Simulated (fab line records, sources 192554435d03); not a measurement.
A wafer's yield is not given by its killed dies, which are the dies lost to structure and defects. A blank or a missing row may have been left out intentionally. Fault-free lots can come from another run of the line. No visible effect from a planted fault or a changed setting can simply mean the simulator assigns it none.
Split-lot trial / flow n5 finfet / on a route of 1938 steps: 7 lots, 21 wafers read

ON THE SPLIT
At N5_BEOL_M3_EXPOSE_25 (exposes mask V2, defocus 5 nm), the setting dose mj was moved away from the recipe's 63 on 6 of the 21 wafers read, by -7.2% to +5.3%. All remaining wafers had this setting at the recipe value.

FROM THE SPLIT TO THE READING: what the file shows between them, 2 steps
- N5_BEOL_M3_PEB_26: peb time 60 s
- N5_BEOL_M3_DEVELOP_27: develop time 30 s

THE READING
cd nm, in nm, at N5_BEOL_M3_CD_MEAS_28 (target cd 25.7 nm, target cd y 23.3 nm). Fault-free wafers of this fab line usually give 25.65 nm, standard deviation 0.24 nm.

wafer=L075.3; tool, chamber at the split=euv scanner-01, 0; dose mj as run=63; against the recipe=recipe; cd nm, nm=25.63; against lot-mates on the recipe=-
wafer=L075.4; tool, chamber at the split=euv scanner-01, 0; dose mj as run=61.1; against the recipe=-3.0%; cd nm, nm=25.00; against lot-mates on the recipe=-0.82
wafer=L075.5; tool, chamber at the split=euv scanner-01, 0; dose mj as run=63; against the recipe=recipe; cd nm, nm=26.01; against lot-mates on the recipe=-
wafer=L077.2; tool, chamber at the split=euv scanner-02, 0; dose mj as run=63; against the recipe=recipe; cd nm, nm=25.78; against lot-mates on the recipe=-
wafer=L077.3; tool, chamber at the split=euv scanner-02, 0; dose mj as run=63; against the recipe=recipe; cd nm, nm=25.48; against lot-mates on the recipe=-
wafer=L077.5; tool, chamber at the split=euv scanner-02, 0; dose mj as run=63; against the recipe=recipe; cd nm, nm=25.77; against lot-mates on the recipe=-
wafer=L081.1; tool, chamber at the split=euv scanner-02, 0; dose mj as run=63; against the recipe=recipe; cd nm, nm=25.63; against lot-mates on the recipe=-
wafer=L081.2; tool, chamber at the split=euv scanner-02, 0; dose mj as run=63; against the recipe=recipe; cd nm, nm=25.11; against lot-mates on the recipe=-
wafer=L081.3; tool, chamber at the split=euv scanner-02, 0; dose mj as run=63; against the recipe=recipe; cd nm, nm=25.42; against lot-mates on the recipe=-
wafer=L082.1; tool, chamber at the split=euv scanner-02, 0; dose mj as run=63; against the recipe=recipe; cd nm, nm=25.67; against lot-mates on the recipe=-
wafer=L082.4; tool, chamber at the split=euv scanner-02, 0; dose mj as run=66.36; against the recipe=+5.3%; cd nm, nm=26.55; against lot-mates on the recipe=+0.89
wafer=L082.5; tool, chamber at the split=euv scanner-02, 0; dose mj as run=63; against the recipe=recipe; cd nm, nm=25.65; against lot-mates on the recipe=-
wafer=L084.4; tool, chamber at the split=euv scanner-02, 0; dose mj as run=58.48; against the recipe=-7.2%; cd nm, nm=24.22; against lot-mates on the recipe=-1.46
wafer=L084.5; tool, chamber at the split=euv scanner-02, 0; dose mj as run=58.48; against the recipe=-7.2%; cd nm, nm=24.37; against lot-mates on the recipe=-1.31
wafer=L084.6; tool, chamber at the split=euv scanner-02, 0; dose mj as run=63; against the recipe=recipe; cd nm, nm=25.68; against lot-mates on the recipe=-
wafer=L090.1; tool, chamber at the split=euv scanner-02, 0; dose mj as run=63; against the recipe=recipe; cd nm, nm=25.73; against lot-mates on the recipe=-
wafer=L090.3; tool, chamber at the split=euv scanner-02, 0; dose mj as run=63; against the recipe=recipe; cd nm, nm=25.30; against lot-mates on the recipe=-
wafer=L090.4; tool, chamber at the split=euv scanner-02, 0; dose mj as run=63; against the recipe=recipe; cd nm, nm=25.65; against lot-mates on the recipe=-
wafer=L093.2; tool, chamber at the split=euv scanner-01, 0; dose mj as run=60.47; against the recipe=-4.0%; cd nm, nm=24.76; against lot-mates on the recipe=-0.85
wafer=L093.4; tool, chamber at the split=euv scanner-01, 0; dose mj as run=60.47; against the recipe=-4.0%; cd nm, nm=25.29; against lot-mates on the recipe=-0.32
wafer=L093.5; tool, chamber at the split=euv scanner-01, 0; dose mj as run=63; against the recipe=recipe; cd nm, nm=25.61; against lot-mates on the recipe=-

THE FIT
A straight line over all 21 wafers: cd nm changes by +0.176 nm for each +1% of dose mj; r = +0.92; the points scatter about the line by 0.21 nm.
The same after taking each lot's own level away (the mean of its wafers on the recipe; 21 wafers): +0.183 nm for each +1%; r = +0.94; scatter 0.19 nm.
Per that fit: largest dose mj move, reading shift of 1.3 nm.
The lots' own levels span 25.387 to 25.820 nm, that is 1.8 times the standard deviation above.
So the lot-to-lot level changes the slope little: the two slopes agree.
Check: for one of the wafers moved furthest among these (-7.2%), held out of the fit, the line's prediction against its lot-mates is -1.26 nm. Against them it came out at -1.46 nm.

THE OTHER SPLITS THESE WAFERS WENT THROUGH
Note: prior to the reading, these wafers also went through further splits. Each is held against what the fit with the lots' levels taken away leaves over:
other split on the same wafers=N5_BEOL_M2_COAT_22 spin rpm; wafers away from the commonest value=7; r with cd nm (lot level and that fit taken away)=-0.16

FILE'S OWN FIT
cd nm changes by +0.186 nm for each +1% of dose mj, r = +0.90.
